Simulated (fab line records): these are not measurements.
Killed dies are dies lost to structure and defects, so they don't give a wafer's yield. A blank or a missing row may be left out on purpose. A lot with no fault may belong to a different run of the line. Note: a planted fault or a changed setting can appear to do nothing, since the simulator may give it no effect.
What tool caused it? | flow n5Finfet | Sampling: 24 lots, 72 wafers, 4 of 1938 route steps

== WHAT THE GAUGES SHOWED, per wafer ==
N5_BEOL_M4_OVL_MEAS_29.
lot  | measured     | on         | V3_OVL (nm)
L074 | day 7 13:20  | overlay-01 | -0.8 1.1 -0.2
L076 | day 7 15:44  | overlay-01 | -0.3 0.0 0.2
L075 | day 8 01:34  | overlay-02 | -1.0 0.1 0.6
L077 | day 8 03:19  | overlay-01 | 0.1 0.1 0.5
L078 | day 8 08:53  | overlay-02 | -0.2 -0.4 -0.2
L079 | day 9 00:23  | overlay-01 | 0.6 0.9 0.8
L081 | day 9 08:58  | overlay-01 | -0.7 0.1 -0.1
L082 | day 9 14:41  | overlay-02 | -0.6 -0.2 -0.7
L080 | day 9 15:28  | overlay-01 | -0.2 -0.7 -0.6
L083 | day 9 19:13  | overlay-02 | -0.2 0.0 0.0
L084 | day 9 23:34  | overlay-01 | -1.5 -1.0 -1.7
L085 | day 10 11:17 | overlay-01 | -0.8 -0.4 -0.4
L086 | day 11 02:05 | overlay-02 | -0.6 -0.3 -0.9
L087 | day 11 05:04 | overlay-01 | 0.4 -0.1 0.4
L088 | day 11 12:10 | overlay-01 | -1.2 -0.3 -0.9
L090 | day 11 19:25 | overlay-01 | 1.0 0.2 0.7
L089 | day 11 20:29 | overlay-01 | 0.2 -0.4 0.0
L091 | day 12 02:05 | overlay-02 | -0.8 -0.8 -0.9
L092 | day 12 08:50 | overlay-02 | 0.2 -0.6 -1.4
L094 | day 12 13:31 | overlay-01 | 0.4 0.4 -0.2
L093 | day 12 13:41 | overlay-02 | 0.4 0.0 0.8
L095 | day 12 19:20 | overlay-01 | -0.5 0.8 -0.4
L096 | day 13 08:01 | overlay-02 | -0.3 -0.9 0.7
L097 | day 13 18:24 | overlay-01 | 0.1 0.5 -0.1

N5_BEOL_M4_INSPECT_30: inspects for defects (brightfield).
lot  | measured     | on               | rawDefectCount
L074 | day 7 13:23  | defectInspect-01 | 353 341 297
L076 | day 7 15:48  | defectInspect-01 | 384 341 443
L075 | day 8 01:37  | defectInspect-01 | 309 313 300
L077 | day 8 03:22  | defectInspect-01 | 346 328 637
L078 | day 8 08:56  | defectInspect-01 | 488 358 456
L079 | day 9 00:26  | defectInspect-01 | 477 406 366
L081 | day 9 09:01  | defectInspect-01 | 338 333 371
L082 | day 9 14:43  | defectInspect-01 | 450 507 488
L080 | day 9 15:31  | defectInspect-01 | 404 541 314
L083 | day 9 19:16  | defectInspect-02 | 455 413 281
L084 | day 9 23:37  | defectInspect-01 | 322 442 473
L085 | day 10 11:20 | defectInspect-01 | 360 309 408
L086 | day 11 02:08 | defectInspect-02 | 370 305 304
L087 | day 11 05:07 | defectInspect-02 | 385 464 375
L088 | day 11 12:13 | defectInspect-02 | 455 370 340
L090 | day 11 19:28 | defectInspect-01 | 277 356 424
L089 | day 11 20:32 | defectInspect-01 | 261 285 243
L091 | day 12 02:08 | defectInspect-02 | 635 588 595
L092 | day 12 08:53 | defectInspect-02 | 494 524 519
L094 | day 12 13:34 | defectInspect-01 | 312 354 322
L093 | day 12 13:44 | defectInspect-01 | 313 555 445
L095 | day 12 19:23 | defectInspect-01 | 303 338 291
L096 | day 13 08:03 | defectInspect-02 | 648 579 401
L097 | day 13 18:28 | defectInspect-02 | 276 250 450

== WHICH TOOL RAN EACH LOT (tool, then ch and the chambers of the sampled wafers, then the start) ==
lot  | N5_BEOL_M3_SPUTTER_92       | N5_BEOL_M4_HM_OPEN_17
L074 | pvdSputter-01, day 7 09:38  | rieMetal-01 ch 0,1, day 7 12:40
L076 | pvdSputter-02, day 7 11:08  | rieMetal-02 ch 0,1, day 7 15:13
L075 | pvdSputter-01, day 7 20:41  | rieMetal-02 ch 0,1, day 8 00:56
L077 | pvdSputter-03, day 7 23:04  | rieMetal-02 ch 0,1, day 8 02:44
L078 | pvdSputter-01, day 8 01:11  | rieMetal-01 ch 0,1, day 8 08:22
L079 | pvdSputter-01, day 8 17:25  | rieMetal-01 ch 0,1, day 8 23:43
L081 | pvdSputter-03, day 9 03:40  | rieMetal-03 ch 0,1, day 9 08:19
L082 | pvdSputter-02, day 9 09:15  | rieMetal-02 ch 0,1, day 9 13:57
L080 | pvdSputter-03, day 9 09:19  | rieMetal-02 ch 0,1, day 9 14:42
L083 | pvdSputter-03, day 9 12:02  | rieMetal-01 ch 0,1, day 9 18:41
L084 | pvdSputter-02, day 9 16:49  | rieMetal-03 ch 0,1, day 9 21:56
L085 | pvdSputter-02, day 10 06:27 | rieMetal-01 ch 0,1, day 10 10:45
L086 | pvdSputter-03, day 10 22:31 | rieMetal-03 ch 0,1, day 11 01:25
L087 | pvdSputter-01, day 11 01:47 | rieMetal-02 ch 0, day 11 04:26
L088 | pvdSputter-03, day 11 06:10 | rieMetal-01 ch 1, day 11 11:22
L090 | pvdSputter-02, day 11 14:23 | rieMetal-02 ch 0,1, day 11 18:55
L089 | pvdSputter-01, day 11 17:09 | rieMetal-02 ch 0,1, day 11 19:52
L091 | pvdSputter-03, day 11 21:47 | rieMetal-03 ch 0,1, day 12 01:16
L092 | pvdSputter-03, day 12 05:10 | rieMetal-03 ch 0,1, day 12 08:17
L094 | pvdSputter-02, day 12 09:32 | rieMetal-02 ch 0,1, day 12 12:58
L093 | pvdSputter-01, day 12 09:56 | rieMetal-01 ch 0,1, day 12 13:07
L095 | pvdSputter-03, day 12 14:04 | rieMetal-02 ch 0,1, day 12 18:32
L096 | pvdSputter-03, day 13 04:23 | rieMetal-03 ch 0,1, day 13 07:08
L097 | pvdSputter-02, day 13 14:41 | rieMetal-03 ch 0, day 13 17:44
- N5_BEOL_M3_SPUTTER_92: material Cu, target thk 4.5 nm, time 8.29 s.
- N5_BEOL_M4_HM_OPEN_17: chemistry Cl2/BCl3, target TiN, target depth 20 nm, overetch 6 nm.

== AS READ BY THE TOOLS THEMSELVES (means over the sampled wafers that have a number; for cases with no such wafer, the mark the record gives instead) ==
N5_BEOL_M3_SPUTTER_92.
lot  | tool          | throttleValvePct (%)
L074 | pvdSputter-01 | 28.6
L076 | pvdSputter-02 | 30.2
L075 | pvdSputter-01 | 28.7
L077 | pvdSputter-03 | 29.4
L078 | pvdSputter-01 | 29.3
L079 | pvdSputter-01 | 27.7
L081 | pvdSputter-03 | 29.4
L082 | pvdSputter-02 | 30.4
L080 | pvdSputter-03 | 28.9
L083 | pvdSputter-03 | 28.6
L084 | pvdSputter-02 | 30.1
L085 | pvdSputter-02 | 30.2
L086 | pvdSputter-03 | 29.6
L087 | pvdSputter-01 | 28.7
L088 | pvdSputter-03 | 29.4
L090 | pvdSputter-02 | 30.8
L089 | pvdSputter-01 | 28.7
L091 | pvdSputter-03 | 28.8
L092 | pvdSputter-03 | 29.5
L094 | pvdSputter-02 | 29.9
L093 | pvdSputter-01 | 29.1
L095 | pvdSputter-03 | 29.6
L096 | pvdSputter-03 | 30.1
L097 | pvdSputter-02 | 30.2

N5_BEOL_M4_HM_OPEN_17.
lot  | tool        | drypumpMotorCurrentA (A) | oesProductAu (a.u.) | throttleValvePct (%)
L074 | rieMetal-01 | 5.4                      | 0.65                | 22.18
L076 | rieMetal-02 | 5.5                      | 0.72                | 22.03
L075 | rieMetal-02 | 5.8                      | 0.69                | 21.93
L077 | rieMetal-02 | 5.8                      | 0.69                | 21.94
L078 | rieMetal-01 | 5.4                      | 0.66                | 22.18
L079 | rieMetal-01 | 5.7                      | 0.67                | 22.02
L081 | rieMetal-03 | 5.2                      | 0.74                | 21.89
L082 | rieMetal-02 | 5.8                      | 0.68                | 21.95
L080 | rieMetal-02 | 5.5                      | 0.71                | 22.04
L083 | rieMetal-01 | 5.7                      | 0.67                | 22.02
L084 | rieMetal-03 | 5.7                      | 0.71                | 21.95
L085 | rieMetal-01 | 5.4                      | 0.66                | 22.19
L086 | rieMetal-03 | 5.2                      | 0.73                | 21.89
L087 | rieMetal-02 | 6.1                      | 0.64                | 21.85
L088 | rieMetal-01 | 5.0                      | 0.62                | 22.35
L090 | rieMetal-02 | 5.8                      | 0.67                | 21.95
L089 | rieMetal-02 | 5.7                      | 0.67                | 21.95
L091 | rieMetal-03 | 5.7                      | 0.69                | 21.95
L092 | rieMetal-03 | 5.7                      | 0.69                | 21.95
L094 | rieMetal-02 | 5.7                      | 0.66                | 21.95
L093 | rieMetal-01 | 5.7                      | 0.66                | 22.01
L095 | rieMetal-02 | 5.5                      | 0.69                | 22.05
L096 | rieMetal-03 | 5.2                      | 0.70                | 21.92
L097 | rieMetal-03 | 4.7                      | 0.73                | 21.86

== THE ANSWER, worked out from the rows above alone ==
Rule: what is usual is taken from the lots themselves. The widest of any qualifying gaps counts: lots, ordered by their means at a reading, are off when they make up no more than a third of the lots, leave a main group of 4 or more, and stand apart from it by 3 or more times the standard deviation of that group's means. Not used: any main group whose means are identical at the precision the tables above print for the reading. A lot without any number at a reading at which 4 lots or more have one is off too. Where the step has rows for the other lots, those lots are counted as sound. First the gauges in route order, then the tools' own readings, where a lot's mean is used as printed above. The first step at which some lot is off is used, and at that step the reading that is off furthest; a lot without a number counts as furthest.
No lot is off on any of the readings shown, so nothing can be concluded from this.

== WHAT THE SIMULATOR PUT IN ==
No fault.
